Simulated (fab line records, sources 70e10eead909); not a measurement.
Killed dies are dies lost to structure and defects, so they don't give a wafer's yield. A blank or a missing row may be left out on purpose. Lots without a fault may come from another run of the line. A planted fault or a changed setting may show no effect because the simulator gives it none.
A struck lot beside a sound one | flow nand_harc | 15 steps out of a route of 1159
Sound: wafers L402.1, L402.3, L402.5. Struck: wafer L419.1. (L419.4, L419.6 of the same lot were not struck and are left out.) The cause comes at the end.
At each step with rows: each side's tool, then ch and its chambers, then its first start. Under that, the readings that differ: sound wafers | struck wafers | difference of the means | sigmas: that difference in standard deviations of wafers without a fault.
alike: readings whose means differ by less than 2 such deviations, and words and numbers that are the same on both sides. not compared: withheld readings, readings that some wafer has no value for, bounds like >300 that may hide the same value, and numbers for which the record gives no deviation and whose values overlap.
The two part at a step that has a row with sigmas, a row that says differs or no value, or rows on one side only. Numbers that don't overlap but have no deviation are shown without sigmas and don't part them. A reading that every wafer of one side lacks parts them only if that side has two wafers or more.

first, 8 steps without rows for these wafers: NHARC_A_SGD_CUT_COAT_56 (time 75 s); NHARC_A_SGD_CUT_COAT_57 (time 65 s); NHARC_A_SGD_CUT_COAT_03 (resist thk 90 nm); NHARC_A_SGD_CUT_SOFTBAKE_04 (time 55 s); NHARC_A_SGD_CUT_EBR_05; NHARC_A_SGD_CUT_EXPOSE_06 (exposes mask SGD); NHARC_A_SGD_CUT_PEB_07 (peb time 65 s); NHARC_A_SGD_CUT_DEVELOP_08 (develop time 35 s).
NHARC_A_SGD_CUT_CD_MEAS_09: target cd 100 nm.
  sound on cd_sem-01 ch 0, day 13 21:44; struck on cd_sem-03 ch 0, day 18 06:34
  alike: cd_nm
NHARC_A_SGD_CUT_OVL_MEAS_10:
  sound on overlay-02, day 13 21:49; struck on overlay-02, day 18 06:39
  alike: overlay_x_nm, overlay_y_nm
NHARC_A_SGD_CUT_INSPECT_11:
  sound on defect_inspect-01, day 13 21:52; struck on defect_inspect-02, day 18 06:41
  alike: raw_defect_count
NHARC_A_SGD_CUT_DESCUM_14: chemistry O2, time 3 s.
  sound on rie_diel-01 ch 0,1,3, day 13 21:56; struck on rie_diel-11 ch 2, day 18 06:45
  reading                     | sound       | struck | difference | sigmas
  drypump_motor_current_A (A) | 5.3 5.7 4.9 | 6.0    | +0.7       | +2
  alike: oes_product_au, rf_vpp_V, showerhead_plenum_p_Torr, throttle_valve_pct
  not compared: rf_hours_counter_h
NHARC_A_SGD_CUT_ETCH_58: etches the open film in CF4, target depth 39 nm, time 65 s.
  sound on rie_diel-01 ch 0,1, day 13 22:00; struck on rie_diel-11 ch 0, day 18 06:50
  reading               | sound             | struck | difference | sigmas
  oes_product_au (a.u.) | 1.032 0.981 1.030 | 0.802  | -0.212     | -21
  alike: cf4_flow_sccm, drypump_motor_current_A, rf_vpp_V, showerhead_plenum_p_Torr, throttle_valve_pct
  not compared: rf_hours_counter_h
NHARC_A_SGD_CUT_ETCH_59: etches the open film in N2/H2, target depth 260 nm, time 406.25 s.
  sound on rie_diel-01 ch 0,2,3; struck on rie_diel-11 ch 2
  reading                     | sound                | struck | difference | sigmas
  drypump_motor_current_A (A) | 5.4 5.3 4.9          | 6.0    | +0.8       | +2
  throttle_valve_pct (%)      | 14.160 14.166 14.173 | 14.184 | +0.018     | +2
  alike: oes_product_au, rf_vpp_V, showerhead_plenum_p_Torr
  not compared: rf_hours_counter_h
-- the record jumps here: 6 days lie between the struck wafers' starts before and after (it left off in module A_SGD_CUT and takes up again in module END, whose first step shown is number 1159 of the route) --
NHARC_END_SORT_01:
  the record has rows for the struck wafers here (prober-01 ch 0, day 24 00:12) and none for the sound ones

WHERE THEY PART
First at NHARC_A_SGD_CUT_DESCUM_14; last, within this record, at NHARC_END_SORT_01.

WHY: what the simulator had put in
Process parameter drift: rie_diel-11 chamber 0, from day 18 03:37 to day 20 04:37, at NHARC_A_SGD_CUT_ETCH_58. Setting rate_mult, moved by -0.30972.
